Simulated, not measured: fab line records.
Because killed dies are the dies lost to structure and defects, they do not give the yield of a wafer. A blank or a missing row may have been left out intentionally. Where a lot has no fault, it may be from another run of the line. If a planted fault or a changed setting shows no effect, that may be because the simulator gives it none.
Which tool is to blame? ; flow n5_finfet ; Sampling: 9 lots, 24 wafers, 6 of 1938 route steps

WHAT THE GAUGES READ, wafer by wafer
N5_STI_FIN_REVEAL_FIN_H_MEAS_10. Usual: trench_depth_nm at 52.1 nm, with a standard deviation of 0.79.
lot;measured;on;trench_depth_nm (nm);flag
L349;day 2 12:53;ocd-01;51.6 51.5 53.0;
L351;day 3 01:01;ocd-01;52.4 51.8 52.0;
L352;day 3 07:15;ocd-02;51.9 52.1 52.1;
L353;day 3 13:43;ocd-02;51.6 52.1 50.8;
L361;day 5 15:19;ocd-01;53.6 52.9 52.9;
L365;day 6 13:02;ocd-02;44.5 52.4;OFF
L367;day 7 04:22;ocd-01;52.3 51.8 53.3;
L368;day 7 07:01;ocd-02;51.7 45.0;OFF
L371;day 8 00:55;ocd-01;45.0 52.7;OFF

N5_DUMMY_GATE_THK_MEAS_05. Usual: thk_nm at 72.0 nm, with a standard deviation of 1.2.
lot;measured;on;thk_nm (nm);flag
L349;day 2 17:10;film_metro-02;74.0 73.3 72.9;
L351;day 3 05:17;film_metro-01;72.5 73.6 72.5;
L352;day 3 13:11;film_metro-02;72.2 71.7 71.5;
L353;day 3 18:00;film_metro-01;70.8 71.2 71.5;
L361;day 5 20:03;film_metro-01;70.7 70.6 70.3;
L365;day 6 17:19;film_metro-01;71.4 70.8;
L367;day 7 08:58;film_metro-02;72.1 72.1 70.5;
L368;day 7 11:29;film_metro-01;70.8 72.1;
L371;day 8 07:16;film_metro-01;73.1 72.6;

N5_DUMMY_GATE_CD_MEAS_15 targets a cd of 25.8 nm. Usual: cd_nm at 25.06 nm, with a standard deviation of 0.21.
lot;measured;on;cd_nm (nm);flag
L349;day 2 21:34;cd_sem-01;24.72 25.09 24.88;
L351;day 3 09:35;cd_sem-02;25.17 25.35 25.39;
L352;day 3 17:38;cd_sem-02;24.94 25.14 24.95;
L353;day 4 00:23;cd_sem-02;25.41 24.91 24.95;
L361;day 6 00:23;cd_sem-02;25.18 25.06 25.12;
L365;day 6 21:36;cd_sem-03;24.69 25.11;
L367;day 7 13:16;cd_sem-02;25.49 24.89 25.10;
L368;day 7 15:54;cd_sem-01;24.87 25.18;
L371;day 8 11:41;cd_sem-03;25.25 25.21;

N5_BEOL_M4_RC_MEAS_101. Usual: DIBL_N 35.8 mV/V, standard deviation 1.8; DIBL_P 35.6 mV/V, standard deviation 2; IOFF_N 0.148 nA/um, standard deviation 0.028; IOFF_N_85C 2.9 nA/um, standard deviation 0.46; IOFF_N_LIN 0.070 nA/um, standard deviation 0.01; IOFF_P 0.20 nA/um, standard deviation 0.034; IOFF_P_85C 3.5 nA/um, standard deviation 0.49; IOFF_P_LIN 0.096 nA/um, standard deviation 0.014; ION_N 672 uA/um, standard deviation 12; ION_P 462 uA/um, standard deviation 8.5; REXT_N 75.5 ohm.um, standard deviation 1.9; REXT_P 100.4 ohm.um, standard deviation 2.1; SS_N 71.2 mV/dec, standard deviation 0.65; SS_P 73.1 mV/dec, standard deviation 0.67; VT_N 251 mV, standard deviation 3.3; VT_P -251 mV, standard deviation 3.8.
lot;measured;on;DIBL_N (mV/V);DIBL_P (mV/V);IOFF_N (nA/um);IOFF_N_85C (nA/um);IOFF_N_LIN (nA/um);IOFF_P (nA/um);IOFF_P_85C (nA/um);IOFF_P_LIN (nA/um);ION_N (uA/um);ION_P (uA/um);REXT_N (ohm.um);REXT_P (ohm.um);SS_N (mV/dec);SS_P (mV/dec);VT_N (mV);VT_P (mV);flag
L349;day 7 15:10;prober-02;34.6 32.9 34.0;35.2 34.3 36.4;0.150 0.119 0.145;2.9 2.4 2.8;0.069 0.057 0.067;0.16 0.15 0.17;2.9 2.8 3.1;0.076 0.073 0.081;674 660 677;449 454 459;73.2 72.1 72.7;99.5 97.4 97.4;71.1 70.7 71.5;72.6 72.5 73.4;252 253 251;-258 -257 -255;
L351;day 8 00:16;prober-01;35.3 34.6 35.5;35.9 34.8 35.3;0.161 0.154 0.159;3.2 3.1 3.2;0.075 0.073 0.073;0.22 0.20 0.22;3.9 3.6 3.8;0.106 0.098 0.104;685 675 682;471 462 471;75.3 76.8 74.9;98.7 100.2 97.4;71.8 71.3 72.4;73.3 73.1 72.5;252 250 252;-248 -248 -248;
L352;day 9 00:37;prober-01;36.3 36.9 38.3;34.1 34.5 36.7;0.138 0.141 0.175;2.7 2.8 3.3;0.064 0.067 0.080;0.20 0.21 0.24;3.5 3.6 4.0;0.101 0.104 0.115;662 675 677;464 469 468;77.4 77.1 78.0;102.3 103.1 102.5;71.5 70.9 71.1;73.2 73.8 73.7;253 253 247;-248 -248 -248;
L353;day 9 07:14;prober-01;36.3 35.4 36.7;37.7 38.2 37.9;0.161 0.152 0.165;3.2 3.0 3.2;0.074 0.073 0.075;0.19 0.20 0.19;3.3 3.4 3.4;0.092 0.094 0.092;686 674 671;464 463 461;72.2 75.5 74.3;99.1 100.9 99.9;71.5 71.5 71.0;72.9 72.6 73.1;250 252 250;-256 -254 -256;
L361;day 11 02:08;prober-01;35.6 34.6 34.9;36.3 35.0 35.4;0.158 0.145 0.152;3.1 2.8 2.9;0.077 0.070 0.072;0.21 0.18 0.20;3.5 3.2 3.5;0.096 0.089 0.096;679 681 679;466 462 460;74.9 74.2 73.8;102.4 102.1 99.8;71.1 71.2 71.2;73.5 72.8 73.0;248 251 250;-252 -250 -249;
L365;day 11 22:31;prober-01;81.9 33.2;55.8 32.5;11.951 0.106;116.6 2.3;0.256 0.053;3.14 0.14;34.8 2.7;0.201 0.073;609 656;408 452;78.4 74.7;110.7 102.6;129.7 70.4;99.6 72.6;249 255;-250 -257;OFF
L367;day 12 03:19;prober-01;38.5 35.8 35.6;39.8 34.5 36.1;0.191 0.137 0.146;3.7 2.8 2.9;0.086 0.064 0.071;0.25 0.17 0.18;4.2 3.0 3.2;0.111 0.083 0.086;679 663 683;463 454 466;75.1 73.7 73.7;99.7 101.1 102.3;72.1 71.6 71.5;73.7 73.0 73.1;248 252 251;-248 -252 -255;
L368;day 12 09:55;prober-02;36.9 60.9;35.4 49.6;0.152 2.941;3.0 35.8;0.070 0.135;0.17 1.63;3.1 20.3;0.087 0.158;679 601;453 409;76.2 81.9;102.3 109.4;70.9 105.3;73.3 92.5;251 251;-255 -250;OFF
L371;day 13 18:52;prober-02;59.1 38.4;48.0 37.4;2.656 0.197;32.8 3.7;0.131 0.088;1.51 0.24;19.1 4.1;0.160 0.113;595 691;407 478;81.4 73.3;104.7 97.4;103.2 71.6;90.0 72.5;250 246;-246 -247;OFF

TOOL THAT RAN EACH LOT (tool first, then ch and the chambers of the sampled wafers, then the start)
lot;N5_FIN_SAQP_ETCH_64;N5_STI_FIN_REVEAL_ETCHBACK_08
L349;rie_si-05 ch 0,2,3, day 2 02:24;rie_diel-05 ch 0,1,3, day 2 09:55
L351;rie_si-05 ch 1,2, day 2 14:46;rie_diel-05 ch 0,2,3, day 2 22:03
L352;rie_si-04 ch 0,3, day 2 20:17;rie_diel-03 ch 0,2, day 3 04:18
L353;rie_si-04 ch 2,3, day 3 02:17;rie_diel-03 ch 1,2, day 3 10:46
L361;rie_si-05 ch 0,1,2, day 5 04:29;rie_diel-03 ch 0,2,3, day 5 12:23
L365;rie_si-04 ch 1,3, day 6 02:33;rie_diel-03 ch 2, day 6 10:05
L367;rie_si-04 ch 1,2,3, day 6 15:01;rie_diel-05 ch 0,1,3, day 6 22:46
L368;rie_si-03 ch 1,3, day 6 20:34;rie_diel-03 ch 0,3, day 7 04:04
L371;rie_si-05 ch 0,1, day 7 14:32;rie_diel-03 ch 0,2, day 7 21:56
- N5_FIN_SAQP_ETCH_64: etches SiO2 in CF4, target depth 1.5 nm.
- N5_STI_FIN_REVEAL_ETCHBACK_08: etches SiO2 in C4F6/O2, target depth 30.5 nm, time 10.167 s.

WHAT THE TOOLS THEMSELVES READ (means of the sampled wafers that have a number; where no wafer has one, the mark that the record gives instead)
N5_FIN_SAQP_ETCH_64. Usual: drypump_motor_current_A 5.7 A, standard deviation 0.4; oes_product_au 0.987 a.u., standard deviation 0.02; throttle_valve_pct 21.60 %, standard deviation 0.17.
lot;tool;drypump_motor_current_A (A);oes_product_au (a.u.);throttle_valve_pct (%);flag
L349;rie_si-05;5.7;0.999;21.53;
L351;rie_si-05;5.7;1.002;21.63;
L352;rie_si-04;5.7;0.995;21.74;
L353;rie_si-04;5.7;0.962;21.74;
L361;rie_si-05;5.5;0.991;21.49;
L365;rie_si-04;6.0;0.989;21.60;
L367;rie_si-04;5.9;0.969;21.66;
L368;rie_si-03;5.2;0.986;21.69;
L371;rie_si-05;5.2;0.992;21.55;

N5_STI_FIN_REVEAL_ETCHBACK_08. Usual: O2_flow_sccm 9.998 sccm, standard deviation 0.028; drypump_motor_current_A 5.7 A, standard deviation 0.39; oes_product_au 0.77 a.u., standard deviation 0.08; rf_vpp_V 668 V, standard deviation 14; showerhead_plenum_p_Torr 2.83 Torr, standard deviation 0.075; throttle_valve_pct 21.18 %, standard deviation 0.2.
lot;tool;O2_flow_sccm (sccm);drypump_motor_current_A (A);oes_product_au (a.u.);rf_vpp_V (V);showerhead_plenum_p_Torr (Torr);throttle_valve_pct (%);flag
L349;rie_diel-05;9.983;5.4;0.74;662;2.84;21.26;
L351;rie_diel-05;10.003;5.5;0.75;670;2.88;21.18;
L352;rie_diel-03;10.008;6.2;0.82;663;2.76;21.15;
L353;rie_diel-03;10.005;5.6;0.71;680;2.86;21.34;
L361;rie_diel-03;10.002;6.0;0.85;667;2.77;21.14;
L365;rie_diel-03;9.994;6.2;0.70;663;2.74;21.11;
L367;rie_diel-05;10.016;5.4;0.81;662;2.82;21.21;
L368;rie_diel-03;10.005;5.8;0.79;667;2.78;21.10;
L371;rie_diel-03;10.021;6.2;0.72;662;2.75;21.16;

THE ANSWER, worked out from the rows above alone
Rule: lot off if the mean of its wafers having a number is beyond 3 standard deviations from the usual mean. Also off: a lot with no number at a reading for which 4 or more lots have one. Where the step has rows for the other lots, those lots are counted as sound. After the gauges, taken in route order, come the tools' own readings; for these a lot's mean is taken, as printed above. The first step at which some lot is off is used, and at that step the reading that is off furthest; a lot without a number counts as furthest.
Off, at N5_STI_FIN_REVEAL_FIN_H_MEAS_10 on trench_depth_nm: L365, L368, L371.
If a tool, at a process step before that reading, ran all the lots that are off and no sound lot after the first of them, it fits. Not tried: the gauges at N5_STI_FIN_REVEAL_FIN_H_MEAS_10; whatever is off there is also off at N5_BEOL_M4_RC_MEAS_101, on other tools, and gauge error can't account for it. One fits: N5_STI_FIN_REVEAL_ETCHBACK_08 on rie_diel-03. Its last sound lot is L361 (day 5 12:23), its first lot that is off L365 (day 6 10:05): a fault that began between those two fits.

WHAT THE SIMULATOR HAD INSERTED
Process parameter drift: rie_diel-03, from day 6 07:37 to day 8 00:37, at N5_STI_FIN_REVEAL_ETCHBACK_08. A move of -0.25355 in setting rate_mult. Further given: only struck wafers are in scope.
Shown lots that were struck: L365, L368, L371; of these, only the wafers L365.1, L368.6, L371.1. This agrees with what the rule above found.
